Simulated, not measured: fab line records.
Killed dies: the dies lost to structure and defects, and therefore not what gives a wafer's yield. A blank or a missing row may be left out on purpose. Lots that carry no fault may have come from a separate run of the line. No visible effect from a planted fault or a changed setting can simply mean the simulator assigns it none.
Chamber matching :: flow n5-finfet :: N5_FIN_SAQP_SPACER2_ETCHBACK_29 on rie-diel-05 has 4 sister chambers
The step etches SiO2 in CHF3/O2, target depth 12.2 nm, time 6.1 s. 14 wafers are shown with their chamber, then 6 later ones without.

== EACH WAFER AND ITS CHAMBER ==
wafer: L343.2
chamber: 3
showerhead-plenum-p-Torr (Torr): 2.46
rf-vpp-V (V): 513
throttle-valve-pct (%): 19.02

wafer: L343.3
chamber: 2
showerhead-plenum-p-Torr (Torr): 2.41
rf-vpp-V (V): 525
throttle-valve-pct (%): 18.86

wafer: L343.5
chamber: 2
showerhead-plenum-p-Torr (Torr): 2.41
rf-vpp-V (V): 526
throttle-valve-pct (%): 18.87

wafer: L345.2
chamber: 2
showerhead-plenum-p-Torr (Torr): 2.41
rf-vpp-V (V): 526
throttle-valve-pct (%): 18.85

wafer: L345.6
chamber: 3
showerhead-plenum-p-Torr (Torr): 2.46
rf-vpp-V (V): 513
throttle-valve-pct (%): 19.01

wafer: L347.1
chamber: 0
showerhead-plenum-p-Torr (Torr): 2.41
rf-vpp-V (V): 526
throttle-valve-pct (%): 19.03

wafer: L347.3
chamber: 1
showerhead-plenum-p-Torr (Torr): 2.40
rf-vpp-V (V): 519
throttle-valve-pct (%): 19.02

wafer: L347.6
chamber: 1
showerhead-plenum-p-Torr (Torr): 2.40
rf-vpp-V (V): 519
throttle-valve-pct (%): 19.04

wafer: L350.1
chamber: 3
showerhead-plenum-p-Torr (Torr): 2.46
rf-vpp-V (V): 514
throttle-valve-pct (%): 18.65

wafer: L350.2
chamber: 2
showerhead-plenum-p-Torr (Torr): 2.41
rf-vpp-V (V): 525
throttle-valve-pct (%): 18.90

wafer: L350.6
chamber: 0
showerhead-plenum-p-Torr (Torr): 2.41
rf-vpp-V (V): 526
throttle-valve-pct (%): 19.05

wafer: L351.1
chamber: 2
showerhead-plenum-p-Torr (Torr): 2.40
rf-vpp-V (V): 526
throttle-valve-pct (%): 18.90

wafer: L351.2
chamber: 0
showerhead-plenum-p-Torr (Torr): 2.41
rf-vpp-V (V): 526
throttle-valve-pct (%): 19.04

wafer: L351.3
chamber: 1
showerhead-plenum-p-Torr (Torr): 2.40
rf-vpp-V (V): 519
throttle-valve-pct (%): 19.03

SIGNATURES, as means of the wafers listed above
reading: showerhead-plenum-p-Torr
chamber 0: 2.4100
chamber 1: 2.4000
chamber 2: 2.4080
chamber 3: 2.4600
scatter within a chamber: 0.00283

reading: rf-vpp-V
chamber 0: 526.00
chamber 1: 519.00
chamber 2: 525.60
chamber 3: 513.33
scatter within a chamber: 0.432

reading: throttle-valve-pct
chamber 0: 19.0400
chamber 1: 19.0300
chamber 2: 18.8760
chamber 3: 18.8933
scatter within a chamber: 0.0956
Rule: a wafer lies at a distance from a chamber equal to the root of the sum of squares, over the readings, of (its reading less the chamber's mean, divided by the reading's scatter). If the next closest chamber is less than 2 further off than the closest, the wafer can't be placed; otherwise it belongs to the closest. The scatter is the square root of a quotient: the sum, over the shown wafers, of each reading's squared deviation from its chamber's mean, divided by wafers minus chambers.

== WAFERS WITH NO CHAMBER GIVEN ==
wafer: L354.1
showerhead-plenum-p-Torr (Torr): 2.41
rf-vpp-V (V): 527
throttle-valve-pct (%): 19.05

wafer: L354.3
showerhead-plenum-p-Torr (Torr): 2.40
rf-vpp-V (V): 526
throttle-valve-pct (%): 18.92

wafer: L354.5
showerhead-plenum-p-Torr (Torr): 2.41
rf-vpp-V (V): 527
throttle-valve-pct (%): 19.05

wafer: L365.1
showerhead-plenum-p-Torr (Torr): 2.39
rf-vpp-V (V): 518
throttle-valve-pct (%): 19.05

wafer: L365.3
showerhead-plenum-p-Torr (Torr): 2.45
rf-vpp-V (V): 513
throttle-valve-pct (%): 18.70

wafer: L365.6
showerhead-plenum-p-Torr (Torr): 2.45
rf-vpp-V (V): 514
throttle-valve-pct (%): 18.69

== WHICH CHAMBER EACH WENT THROUGH ==
wafer: L354.1
from the rows above: can't be placed: 0 or 2
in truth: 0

wafer: L354.3
from the rows above: can't be placed: 2 or 0
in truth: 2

wafer: L354.5
from the rows above: can't be placed: 0 or 2
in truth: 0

wafer: L365.1
from the rows above: 1
in truth: 1

wafer: L365.3
from the rows above: 3
in truth: 3

wafer: L365.6
from the rows above: 3
in truth: 3
Placed correctly: 3 of 6. Can't be placed from these rows: 3 (the true chamber is among the candidates in 3). Wrongly placed: 0.
